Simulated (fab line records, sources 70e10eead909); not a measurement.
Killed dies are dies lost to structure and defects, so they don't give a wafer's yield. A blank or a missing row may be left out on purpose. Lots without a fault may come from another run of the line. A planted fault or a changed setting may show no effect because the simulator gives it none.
Chamber matching | flow nand_harc | NHARC_A_M0_PRE_CLEAN_31 on pecvd-02: 3 sister chambers
The step time 12 s. 3 wafers are shown with their chamber, then 9 later ones without.

WAFERS WITH THEIR CHAMBER
wafer  | chamber | heater_power_w (W)
L091.4 | 1       | 493
L091.5 | 0       | 481
L091.6 | 2       | 570

WAFERS WITHOUT THEIR CHAMBER
wafer  | heater_power_w (W)
L092.2 | 561
L092.3 | 552
L092.6 | 673
L095.1 | 680
L095.2 | 560
L095.3 | 540
L093.1 | 493
L093.3 | 524
L093.4 | 538

WHICH CHAMBER EACH WENT THROUGH
wafer  | from the rows above          | in truth
L092.2 | can't be placed: 2 or 1 or 0 | 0
L092.3 | can't be placed: 2 or 1 or 0 | 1
L092.6 | can't be placed: 2 or 1 or 0 | 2
L095.1 | can't be placed: 2 or 1 or 0 | 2
L095.2 | can't be placed: 2 or 1 or 0 | 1
L095.3 | can't be placed: 2 or 1 or 0 | 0
L093.1 | can't be placed: 1 or 0 or 2 | 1
L093.3 | can't be placed: 1 or 0 or 2 | 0
L093.4 | can't be placed: 2 or 1 or 0 | 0
Placed correctly: 0 of 9. Can't be placed from these rows: 9 (the true chamber is among the candidates in 9). Placed wrongly: 0.
How it was worked out, from the rows above alone: a wafer's distance from a chamber is the root of the sum, over the readings, of the square of ((its reading less the chamber's mean) divided by the reading's scatter). The wafer belongs to the nearest chamber; if the next one is less than 2 further off, it can't be placed. A chamber's mean is the mean of its shown wafers. The scatter: with one shown wafer a chamber, the root of the mean of the squares of how far each hidden wafer lies from its nearest shown one.
